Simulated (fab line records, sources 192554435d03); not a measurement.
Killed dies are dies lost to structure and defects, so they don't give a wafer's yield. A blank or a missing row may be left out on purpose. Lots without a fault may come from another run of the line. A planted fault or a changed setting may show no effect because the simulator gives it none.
Chamber matching | flow n5_finfet | N5_BEOL_M3_ETCHBACK_99 on rie_diel-01: 4 sister chambers
The step etches SiO2 in CHF3, target depth 5 nm, time 10.4 s. 4 wafers are shown with their chamber, then 10 later ones without.

WAFERS WITH THEIR CHAMBER
wafer  | chamber | drypump_motor_current_A (A)
L081.5 | 2       | 5.1
L084.4 | 0       | 6.1
L085.3 | 3       | 6.3
L087.4 | 1       | 6.1

WAFERS WITHOUT THEIR CHAMBER
wafer  | drypump_motor_current_A (A)
L087.5 | 6.1
L092.1 | 6.2
L092.3 | 6.1
L092.6 | 6.1
L094.2 | 5.1
L094.3 | 6.1
L094.6 | 6.1
L095.1 | 6.3
L095.2 | 5.2
L095.3 | 6.2

WHICH CHAMBER EACH WENT THROUGH
wafer  | from the rows above          | in truth
L087.5 | can't be placed: 0 or 1      | 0
L092.1 | can't be placed: 3 or 0 or 1 | 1
L092.3 | can't be placed: 0 or 1      | 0
L092.6 | can't be placed: 0 or 1      | 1
L094.2 | 2                            | 2
L094.3 | can't be placed: 0 or 1      | 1
L094.6 | can't be placed: 0 or 1      | 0
L095.1 | 3                            | 3
L095.2 | 2                            | 2
L095.3 | can't be placed: 3 or 0 or 1 | 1
Placed correctly: 3 of 10. Can't be placed from these rows: 7 (the true chamber is among the candidates in 7). Placed wrongly: 0.
How it was worked out, from the rows above alone: a wafer's distance from a chamber is the root of the sum, over the readings, of the square of ((its reading less the chamber's mean) divided by the reading's scatter). The wafer belongs to the nearest chamber; if the next one is less than 2 further off, it can't be placed. A chamber's mean is the mean of its shown wafers. The scatter: with one shown wafer a chamber, the root of the mean of the squares of how far each hidden wafer lies from its nearest shown one.
